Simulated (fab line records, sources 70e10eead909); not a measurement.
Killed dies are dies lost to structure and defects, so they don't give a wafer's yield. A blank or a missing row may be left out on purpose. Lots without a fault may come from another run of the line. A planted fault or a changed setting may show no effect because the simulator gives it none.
Which tool did it? | flow nand_harc | 7 lots, 21 wafers sampled, at 1 step of a route of 1302

WHAT THE GAUGES READ, wafer by wafer
NHARC_P_M1_INSPECT_11.
lot  | measured     | on                | raw_defect_count
L859 | day 7 14:52  | defect_inspect-01 | 4 7 10
L862 | day 8 20:09  | defect_inspect-01 | 4 5 5
L864 | day 10 00:05 | defect_inspect-01 | 0 3 8
L867 | day 11 04:28 | defect_inspect-02 | 4 8 6
L874 | day 13 13:25 | defect_inspect-02 | 6 6 7
L877 | day 14 20:23 | defect_inspect-01 | 6 8 2
L879 | day 15 19:06 | defect_inspect-02 | 7 2 3

WHICH TOOL RAN EACH LOT (tool, then ch and the chambers of the sampled wafers, then the start)
The record holds no process step before these readings.

THE ANSWER, worked out from the rows above alone
Rule: what is usual is taken from the lots themselves. Put in order of their means at a reading, lots are off if they are a third of the lots or fewer, leave a main group of 4 or more, and stand apart from it by a gap of 3 or more times the standard deviation of the main group's means; of several such gaps the widest counts. A main group whose means are all the same, to the digits that the tables above print for the reading, isn't used. A lot without any number at a reading at which 4 lots or more have one is off too. The other lots that the step has rows for count as sound.
No lot is off at any reading shown: from this, nothing can be told.

WHAT THE SIMULATOR HAD PUT IN
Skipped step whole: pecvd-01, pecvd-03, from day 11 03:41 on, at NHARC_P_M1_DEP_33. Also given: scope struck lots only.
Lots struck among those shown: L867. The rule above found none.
